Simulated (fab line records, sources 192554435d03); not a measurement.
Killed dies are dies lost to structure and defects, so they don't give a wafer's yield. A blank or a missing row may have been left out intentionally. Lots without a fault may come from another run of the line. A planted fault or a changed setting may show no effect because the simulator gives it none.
Comparing a struck lot with a sound one	flow n5-finfet	39 steps out of a route of 1938
Sound: these wafers, L146.1, L146.4, L146.6. Wafers L159.1, L159.4, L159.5 were the ones struck. The cause comes at the end.
Order at every step that has rows: each side's tool, ch and its chambers, its first start. Under that, the readings that differ: sound wafers	struck wafers	difference of the means	sigmas: that difference in standard deviations of wafers without a fault.
alike: a reading whose means differ by less than 2 such deviations, as well as words and numbers matching on both sides. not compared: withheld readings; readings where some wafer has no value; bounds like >300 that might hide an equal value; numbers whose values overlap and for which the record gives no deviation.
Wherever a step has rows on one side only, a row that says differs or no value, or a row with sigmas, the two part there. When numbers do not overlap yet have no deviation, they are printed without sigmas and do not part them. A reading missing from all wafers of one side parts the sides only when that side holds two or more wafers.

first, 11 steps without rows for these wafers: N5_HKMG_FIN_DESCUM_53 (chemistry O2, time 7.9 s); N5_HKMG_FIN_ETCH_54 (etches SiARC in CF4, target depth 45.5 nm, time 75.8 s); N5_HKMG_FIN_ETCH_55 (etches SOC in N2/H2, target depth 240 nm, time 300 s); N5_HKMG_FIN_STRIP_56 (strips in N2/H2); N5_HKMG_FIN_STRIP_57 (strips in CF4); N5_HKMG_FIN_ETCH_58 (etches SOC in N2/H2, target depth 215.8 nm, time 741 s); N5_HKMG_FIN_STRIP_93 (strips SOC in N2/H2, time 20 s); N5_HKMG_FIN_WET_ETCH_76 (etches Al2O3 in dNH4OH, stops on La2O3, target depth 2.25 nm, rinse time 30 s); N5_HKMG_FIN_STRIP_60 (strips in N2/H2, time 360 s); N5_HKMG_FIN_WET_ETCH_77 (etches La2O3 in dHCl, stops on HfO2, target depth 2 nm); N5_HKMG_FIN_WET_ETCH_78 (etches Al2O3 in dNH4OH, stops on La2O3, target depth 4.5 nm, rinse time 30 s).
N5_HKMG_FIN_ALD_79: deposits TiN, target thk 1.5 nm, pulse time 1 s, purge time 3 s.
  sound on ald-metal-02 ch 0,1, day 6 01:41; struck on ald-metal-02 ch 1,2, day 9 08:15
  no value came back on the struck wafers for any of 6 readings (ald-cycles, chamber-pressure-Torr (Torr) and others); on the sound wafers ald-cycles reads 68 68 68
then, 25 steps without rows for these wafers: N5_HKMG_FIN_CVD_62 (deposits a-Si from Si2H6, target thk 3 nm, time 20.8 s); N5_HKMG_FIN_RTA_80 (time 2 s); N5_HKMG_FIN_PRECLEAN_64 (cleans in dHF, time 30 s); N5_HKMG_FIN_WET_ETCH_65 (etches a-Si in TMAH, stops on TiN, time 49 s, target depth 3 nm); N5_HKMG_FIN_WET_ETCH_81 (etches TiN in SC1, stops on HfO2, time 57 s, target depth 6 nm); N5_HKMG_FIN_WET_ETCH_82 (etches La2O3 in dHCl, stops on HfO2, target depth 2 nm, rinse time 30 s); N5_HKMG_FIN_ALD_36 (deposits TiN, target thk 1 nm, pulse time 1 s, purge time 3 s); N5_HKMG_FIN_PWFM_ALD_03 (deposits TiN, target thk 2 nm, pulse time 1 s, purge time 3 s); N5_HKMG_FIN_COAT_29 (time 60 s, resist thk 300 nm); N5_HKMG_FIN_COAT_30 (time 60 s, resist thk 35 nm); N5_HKMG_FIN_COAT_06 (resist thk 90 nm); N5_HKMG_FIN_EBR_08; N5_HKMG_FIN_SOFTBAKE_07 (time 60 s); N5_HKMG_FIN_EXPOSE_09 (exposes mask NWFM); N5_HKMG_FIN_PEB_10 (peb time 60 s); N5_HKMG_FIN_DEVELOP_11 (develop time 30 s); N5_HKMG_FIN_DESCUM_17 (chemistry O2, time 7.9 s); N5_HKMG_FIN_ETCH_31 (etches SiARC in CF4, target depth 45.5 nm, time 75.8 s); N5_HKMG_FIN_ETCH_32 (etches SOC in N2/H2, target depth 240 nm, time 300 s); N5_HKMG_FIN_STRIP_33 (strips in N2/H2); N5_HKMG_FIN_STRIP_34 (strips in CF4); N5_HKMG_FIN_ETCH_35 (etches SOC in N2/H2, target depth 215.8 nm, time 243.4 s); N5_HKMG_FIN_STRIP_92 (strips SOC in N2/H2, time 20 s); N5_HKMG_FIN_WET_ETCH_18 (etches TiN in SC1, time 55 s, target depth 5.2 nm, rinse time 30 s); N5_HKMG_FIN_STRIP_19 (strips in N2/H2, time 360 s).
-- the record jumps here: 4 days lie between the struck wafers' starts before and after (it left off in module HKMG_FIN and takes up again in module BEOL_M4, whose first step shown is number 1111 of the route) --
N5_BEOL_M4_RC_MEAS_101:
  sound on prober-02 ch 0, day 9 23:37; struck on prober-02 ch 0, day 13 12:22
reading	sound	struck	difference	sigmas
EOT_N	10.68 10.55 10.66	9.86 10.08 10.03	-0.64	-7
EOT_P	10.54 10.52 10.52	9.92 10.04 10.06	-0.52	-5
IGATE_N (nA/um)	0.0101 0.0104 0.0093	0.0647 0.0594 0.0538	+0.0494	+27
IGATE_P (nA/um)	0.0031 0.0032 0.0029	0.0200 0.0185 0.0168	+0.0154	+28
IOFF_N (nA/um)	0.173 0.153 0.124	0.040 0.044 0.058	-0.103	-4
IOFF_N_85C (nA/um)	3.4 3.0 2.5	1.0 1.1 1.3	-1.8	-4
IOFF_N_LIN (nA/um)	0.077 0.071 0.057	0.019 0.021 0.026	-0.046	-5
IOFF_N_LONG (nA/um)	5.13e-05 5.1e-05 5.03e-05	3.08e-05 3.17e-05 3.07e-05	-1.98e-05	-7
IOFF_P (nA/um)	0.22 0.19 0.16	0.01 0.01 0.01	-0.18	-6
IOFF_P_85C (nA/um)	3.8 3.3 3.0	0.2 0.2 0.3	-3.1	-7
IOFF_P_LIN (nA/um)	0.099 0.092 0.082	0.003 0.003 0.004	-0.088	-7
IOFF_P_LONG (nA/um)	0.0001 9.7e-05 9.5e-05	4.3e-05 4.9e-05 4.4e-05	-5.2e-05	-5
ION_N (uA/um)	679 671 658	570 585 592	-87	-8
ION_P (uA/um)	455 460 453	295 304 306	-154	-21
SS_N (mV/dec)	71.7 71.6 71.0	73.2 73.3 73.5	+1.9	+4
SS_P (mV/dec)	73.2 72.6 72.3	76.9 76.7 77.3	+4.3	+8
VT_N (mV)	249 249 256	289 288 287	+37	+12
VT_N_LONG (mV)	278.0 274.9 277.6	316.2 313.2 310.5	+36.5	+17
VT_N_LVT (mV)	99 99 104	140 138 134	+37	+12
VT_P (mV)	-252 -252 -256	-355 -355 -353	-101	-31
VT_P_LONG (mV)	-281 -277 -277	-380 -380 -377	-101	-31
VT_P_LVT (mV)	-99 -101 -102	-207 -206 -202	-104	-34
  alike: DIBL_N, DIBL_P
-- record jumps: 4 days separate the struck wafers' starts on either side; left off in module BEOL_M4, taken up again in module PASSIVATION, whose first shown step is the route's number 1936 --
N5_PASSIVATION_PROBE_49:
  struck on prober-02, day 17 11:24; sound on prober-01, day 14 07:58
reading	sound	struck	difference	sigmas
defect-limited-yield (%)	92.0 91.3 92.5	60.7 59.7 58.6	-32.3	-19
killed-at-front-end	47 50 44	404 418 408	+363	+30
killed-dies	94 103 89	464 475 488	+380	+19
killed-on-rim	14 12 10	125 74 122	+95	+21
sort_bin_5_function (%)	3.7 5.1 4.6	36.3 37.5 37.5	+32.6	+30
sort_bin_8_speed (%)	0 0 0	60.68 59.75 58.64	+59.69	+99 or more
sort-n-pass	1086 1077 1091	0 0 0	-1085	-54
sort-yield-pct (%)	92.0 91.3 92.5	0 0 0	-92	-54
  alike: killed_at_M0_to_M3, killed_at_M4_up, killed-at-contacts, killed-at-other, killed-open, killed-short, sort_bin_6_memory

## WHERE THEY PART
Earliest at N5_HKMG_FIN_ALD_79; latest, in this record, at N5_PASSIVATION_PROBE_49.

WHY: whatever the simulator had introduced
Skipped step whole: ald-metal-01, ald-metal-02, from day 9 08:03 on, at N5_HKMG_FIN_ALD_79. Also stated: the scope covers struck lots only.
